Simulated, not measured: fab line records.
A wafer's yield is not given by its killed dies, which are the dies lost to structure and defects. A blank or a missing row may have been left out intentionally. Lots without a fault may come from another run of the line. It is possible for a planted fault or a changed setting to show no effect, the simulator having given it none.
Matching of chambers    flow n5-finfet    rie-diel-03 running N5_MOL_CONTACT_COAG_DESCUM_13: 4 sister chambers
The step chemistry O2, time 7 s. 8 wafers are shown with their chamber, then 7 later ones without.

## EACH WAFER AND ITS CHAMBER
wafer   chamber  drypump-motor-current-A (A)  throttle-valve-pct (%)
L083.5  0        5.3                          20.9
L085.4  1        5.8                          20.5
L085.6  2        6.3                          20.6
L086.1  2        6.2                          20.7
L086.2  3        5.1                          20.5
L086.3  0        5.3                          20.9
L088.1  1        5.7                          20.5
L088.4  3        5.1                          20.5

## WAFERS MISSING THEIR CHAMBER
wafer   drypump-motor-current-A (A)  throttle-valve-pct (%)
L088.5  6.3                          20.6
L089.1  5.8                          20.5
L089.4  5.1                          20.5
L089.6  5.7                          20.5
L093.2  5.1                          20.6
L093.4  6.3                          20.7
L093.6  5.8                          20.5

## WHICH CHAMBER EACH WENT THROUGH
wafer   from the rows above  in truth
L088.5  2                    2
L089.1  1                    1
L089.4  3                    3
L089.6  1                    1
L093.2  3                    3
L093.4  2                    2
L093.6  1                    1
7 of 7 placed correctly. Can't be placed from these rows: 0. Number placed wrongly: 0.
How it was worked out, from the rows above alone: a wafer's distance from a chamber is the root of the sum, over the readings, of the square of ((its reading less the chamber's mean) divided by the reading's scatter). The wafer belongs to the nearest chamber; if the next one is less than 2 further off, it can't be placed. The mean given for a chamber averages the wafers shown for that chamber. The scatter: the root of (the sum of the squares of (reading less its chamber's mean) over the shown wafers, divided by (wafers less chambers)).
